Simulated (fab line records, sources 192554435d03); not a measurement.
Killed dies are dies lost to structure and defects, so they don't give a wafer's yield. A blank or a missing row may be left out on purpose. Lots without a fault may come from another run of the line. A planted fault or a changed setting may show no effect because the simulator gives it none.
A struck lot beside a sound one | flow n5_finfet | 42 steps out of a route of 1938
Sound: wafers L921.2, L921.3, L921.4. Struck: wafers L916.1, L916.2, L916.4. The cause comes at the end.
At each step with rows: each side's tool, then ch and its chambers, then its first start. Under that, the readings that differ: sound wafers | struck wafers | difference of the means | sigmas: that difference in standard deviations of wafers without a fault.
alike: readings whose means differ by less than 2 such deviations, and words and numbers that are the same on both sides. not compared: withheld readings, readings that some wafer has no value for, bounds like >300 that may hide the same value, and numbers for which the record gives no deviation and whose values overlap.
The two part at a step that has a row with sigmas, a row that says differs or no value, or rows on one side only. Numbers that don't overlap but have no deviation are shown without sigmas and don't part them. A reading that every wafer of one side lacks parts them only if that side has two wafers or more.

first, 12 steps without rows for these wafers: N5_SD_EPI_N_STRIP_36 (strips in N2/H2); N5_SD_EPI_N_ETCHBACK_44 (etches SiNx in CH3F/O2, stops on SiO2, target depth 14.5 nm); N5_SD_EPI_N_ETCH_45 (etches SiOCN in CH3F/O2, target depth 6 nm); N5_SD_EPI_N_ETCH_16 (etches SiO2 in CHF3/O2, target depth 5 nm); N5_SD_EPI_N_STRIP_47 (strips in CHF3/O2); N5_SD_EPI_N_SD_RECESS_17 (chemistry HBr/Cl2/O2, target depth 41 nm, time 23.7 s, bt time 3 s); N5_SD_EPI_N_STRIP_38 (strips in N2/H2); N5_SD_EPI_N_WET_ETCH_43 (etches SiO2 in dHF, time 14 s, target depth 1.5 nm); N5_SD_EPI_N_STRIP_18 (strips in SPM, time 750 s); N5_SD_EPI_N_SRD_20 (time 30 s); N5_SD_EPI_N_PRECLEAN_48 (cleans in NF3:NH3, afs cycles 2, time 20 s, sublimation time 60 s); N5_SD_EPI_N_VAPOR_ETCH_50 (etches Si in HCl, time 54 s).
N5_SD_EPI_N_EPI_21: deposits Si:P, time 690 s.
  sound on epi_rpcvd-03 ch 0, day 7 19:35; struck on epi_rpcvd-01 ch 0, day 6 13:23
  reading                                   | sound             | struck            | difference | sigmas
  chamber_pressure_Torr (Torr)              | 253.7 255.4 254.6 | 202.5 202.8 202.3 | -52.0      | -90
  model.Si-P_of_SD_EPI_N_EPI_21.thk_nm (nm) | 59.2 59 59.2      | 53.6 53.4 52.6    | -5.9       |
  alike: susceptor_temp_C
N5_SD_EPI_N_EPI_MEAS_23:
  sound on film_metro-02, day 7 21:01; struck on film_metro-02, day 6 15:06
  reading     | sound          | struck         | difference | sigmas
  thk_nm (nm) | 57.8 60.0 59.1 | 55.7 54.5 53.3 | -4.5       | -4
then, 24 steps without rows for these wafers: N5_SD_EPI_N_PRECLEAN_24 (cleans in O3/DIW, time 60 s); N5_SD_EPI_N_SRD_25 (time 30 s); N5_SD_EPI_N_PRECLEAN_49 (cleans in NF3:NH3, afs cycles 1, time 20 s, sublimation time 60 s); N5_SD_EPI_N_LINER_46 (material SiNx, target thk 3 nm); N5_SD_EPI_P_COAT_34 (time 60 s, resist thk 350 nm); N5_SD_EPI_P_COAT_35 (time 60 s, resist thk 35 nm); N5_SD_EPI_P_COAT_03 (resist thk 150 nm); N5_SD_EPI_P_EBR_05; N5_SD_EPI_P_SOFTBAKE_04 (time 60 s); N5_SD_EPI_P_EXPOSE_06 (exposes mask SD P BLK, target cd 240 nm); N5_SD_EPI_P_PEB_07 (peb time 60 s); N5_SD_EPI_P_DEVELOP_08 (develop time 30 s); N5_SD_EPI_P_DESCUM_14 (chemistry O2, time 7.9 s); N5_SD_EPI_P_ETCH_36 (etches SiARC in CF4, target depth 45.5 nm, time 75.8 s); N5_SD_EPI_P_ETCH_37 (etches SOC in N2/H2, overetch 108 nm, time 486 s); N5_SD_EPI_P_STRIP_38 (strips in N2/H2); N5_SD_EPI_P_ETCHBACK_46 (etches SiNx in CH3F/O2, stops on SiO2, target depth 17.5 nm); N5_SD_EPI_P_ETCH_47 (etches SiOCN in CH3F/O2, target depth 25 nm); N5_SD_EPI_P_ETCH_16 (etches SiO2 in CHF3/O2, target depth 5 nm); N5_SD_EPI_P_STRIP_50 (strips in CHF3/O2); N5_SD_EPI_P_SD_RECESS_17 (chemistry HBr/Cl2/O2, target depth 39.1 nm, bt time 3 s); N5_SD_EPI_P_WET_ETCH_45 (etches SiO2 in dHF, time 10.7 s, target depth 2 nm, rinse time 30 s); N5_SD_EPI_P_STRIP_40 (strips in N2/H2); N5_SD_EPI_P_PRECLEAN_52 (cleans in O3/DIW, time 60 s).
N5_SD_ACTIVATION_RS_MEAS_03: measures by four-point-probe.
  sound on film_metro-02, day 8 02:16; struck on film_metro-01, day 6 20:22
  reading          | sound             | struck            | difference | sigmas
  RS_SD_N (ohm/sq) | 21.69 21.87 21.54 | 24.47 24.39 25.10 | +2.95      | +12
  alike: RS_SD_P
N5_MOL_CONTACT_COAG_ETCH_15: etches SiNx in CH3F/O2, stops on Si:P, target depth 7 nm.
  sound on rie_diel-04 ch 0,1,2, day 9 09:04; struck on rie_diel-04 ch 0,1,3, day 8 01:35
  reading                                   | sound          | struck         | difference | sigmas
  model.Si-P_of_SD_EPI_N_EPI_21.thk_nm (nm) | 58.4 58.2 58.4 | 52.8 52.6 51.8 | -5.9       |
  alike: chamber_pressure_mTorr, drypump_motor_current_A, oes_product_au, rf_vpp_V, showerhead_plenum_p_Torr, throttle_valve_pct
  not compared: rf_hours_counter_h
-- the record jumps here: 6 days lie between the struck wafers' starts before and after (it left off in module MOL_CONTACT_COAG and takes up again in module BEOL_M4, whose first step shown is number 1111 of the route) --
N5_BEOL_M4_RC_MEAS_101:
  sound on prober-01 ch 0, day 15 12:49; struck on prober-02 ch 0, day 14 04:02
  reading          | sound          | struck         | difference | sigmas
  REXT_N (ohm.um)  | 73.8 73.6 73.6 | 81.0 83.5 83.8 | +9.1       | +5
  RS_SD_N (ohm/sq) | 28.2 28.4 27.8 | 32.2 31.7 32.4 | +4.0       | +11
  alike: DIBL_N, DIBL_P, IOFF_N, IOFF_P, ION_N, ION_P, SS_N, SS_P, VT_N, VT_P
then, 1 step without rows for these wafers: N5_PASSIVATION_PROBE_49.

WHERE THEY PART
First at N5_SD_EPI_N_EPI_21; last, within this record, at N5_BEOL_M4_RC_MEAS_101.

WHY: what the simulator had put in
Process parameter drift: epi_rpcvd-01, from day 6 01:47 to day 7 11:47, at N5_SD_EPI_N_EPI_21. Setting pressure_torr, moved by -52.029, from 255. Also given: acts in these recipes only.
